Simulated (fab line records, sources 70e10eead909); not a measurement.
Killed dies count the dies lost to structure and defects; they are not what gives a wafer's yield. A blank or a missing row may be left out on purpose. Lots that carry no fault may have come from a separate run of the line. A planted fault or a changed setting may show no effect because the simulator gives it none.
8D (eight disciplines) problem report, filled in by code + flow nand-harc + the parts of the form that need people (team, actions taken, sign-off) are left out

## 1. PROBLEM STATEMENT
Wafers with no fault read 57 with a standard deviation of 19, whereas killed-at-array at NHARC_END_SORT_01 reads a mean of 668 on 1 wafer of 1 lot. Relative to the usual mean, that is a shift of +32 standard deviations.
The first sign was on wafer L928.4 at day 30 20:52, on prober-01. Wafers with a number at this step in the record: 6, from 2 lots. By rule, "out" or "out of limits" means more than 4 standard deviations away from the usual mean. All remaining wafers that have a number are taken as sound.

## 2. WHAT IT IS, AND WHAT IT ISN'T
| question                    | is                           | is not                                                            |
|-----------------------------|------------------------------|-------------------------------------------------------------------|
| which readings at this step | killed-at-array, killed-dies | killed-at-other, killed-at-periphery, killed-open, killed-short   |
| which lots                  | L928                         | L926                                                              |
| which wafers of those lots  | L928.4                       | L928.1, L928.5                                                    |
| read on which gauges        | prober-01                    | prober-02                                                         |
| when                        | from day 30 20:52            | up to then (4 sound wafers); but 1 sound wafer of L928 came after |

## 3. SUSPECTS, AND WHAT RULES EACH OUT
Counting: any tool at a process step up to the reading remains a suspect provided it ran every lot that is out. Sound lots after the first of them don't rule it out here, since some wafers of a struck lot are sound.
- the gauge at NHARC_END_SORT_01 is ruled out. All the wafers that are out were read on prober-01, but those of them that NHARC_A_SGD_CUT_ETCH_58 has rows for are out there too, on other tools.
- plasma-asher-01 at NHARC_A_STAIRCASE_STRIP_446 (strips in O2): kept. It ran the lot that is out, L928 (day 25 02:07).
- rie-diel-04 at NHARC_A_STAIRCASE_ETCHBACK_157 (etches the open film in CH3F/O2, target depth 90 nm, time 167.14 s): kept. It ran the lot that is out, L928 (day 25 03:49).
- rie-diel-04 at NHARC_A_STAIRCASE_STRIP_475 (strips in O2, time 20 s): kept. It ran the lot that is out, L928 (day 25 05:47). NHARC_A_STAIRCASE_STRIP_475: start missing for some lots; hours and lot order therefore follow NHARC_A_SGD_CUT_ETCH_58.
- rie-diel-10 at NHARC_A_SGD_CUT_ETCH_58 (etches the open film in CF4, target depth 39 nm, time 65 s): kept. It ran the lot that is out, L928 (day 25 05:47). Out on those wafers are its own readings of run-length-s.
- Within rie-diel-04 at NHARC_A_STAIRCASE_ETCHBACK_157: the wafers that are out ran in chamber 2; their sound lot-mates ran in chambers 0, 3.
- Within rie-diel-04 at NHARC_A_STAIRCASE_STRIP_475: the wafers that are out ran in chamber 2; their sound lot-mates ran in chambers 0, 3.
- Within rie-diel-10 at NHARC_A_SGD_CUT_ETCH_58: the wafers that are out ran in chamber 0; their sound lot-mates ran in chambers 2, 3.
Left after counting: plasma-asher-01 at NHARC_A_STAIRCASE_STRIP_446, rie-diel-04 at NHARC_A_STAIRCASE_ETCHBACK_157, rie-diel-04 at NHARC_A_STAIRCASE_STRIP_475, rie-diel-10 at NHARC_A_SGD_CUT_ETCH_58.

## 4. THE CAUSE (what the simulator had put in)
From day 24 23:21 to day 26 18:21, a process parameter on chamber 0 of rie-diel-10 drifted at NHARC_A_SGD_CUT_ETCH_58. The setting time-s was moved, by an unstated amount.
After counting, 4 suspects remain, this tool included.

## 5. SEQUENCE OF EFFECTS, ordered by route
Each row: a reading whose mean over the struck wafers that have a number lies more than 3 standard deviations from the usual. Only readings whose record carries a usual standard deviation are examined. hours: median over the lots of the time between each lot's start at the first step of this table that gives one and its start at this step. sigmas: the change, counted in usual standard deviations.
| hours | step                    | reading         | usual  | on struck wafers | change | sigmas |
|-------|-------------------------|-----------------|--------|------------------|--------|--------|
| 0     | NHARC_A_SGD_CUT_ETCH_58 | run-length-s    | 86.3 s | 65.2             | -21.1  | -40    |
| 135   | NHARC_END_SORT_01       | killed-at-array | 57     | 668              | +611   | +32    |
| 135   | NHARC_END_SORT_01       | killed-dies     | 62     | 672              | +610   | +32    |
Here are the process steps it includes:
- NHARC_A_SGD_CUT_ETCH_58: etches the open film in CF4, target depth 39 nm, time 65 s.

## 6. HOW IT WOULD HAVE BEEN CAUGHT EARLIER
The first out-of-limits reading at a measuring or inspecting step in this record came at day 30 20:52, 142 hours after the fault's start at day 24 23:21.
The tool's own readings at NHARC_A_SGD_CUT_ETCH_58 were out on every struck wafer that the step has a row for (run-length-s): an alarm limit on them would have fired on the first of those.
The start of NHARC_A_SGD_CUT_ETCH_58 on rie-diel-10 came by day 30 20:52 for every one of the lots that are out (1). A hold on the tool at that time would have spared none of them.
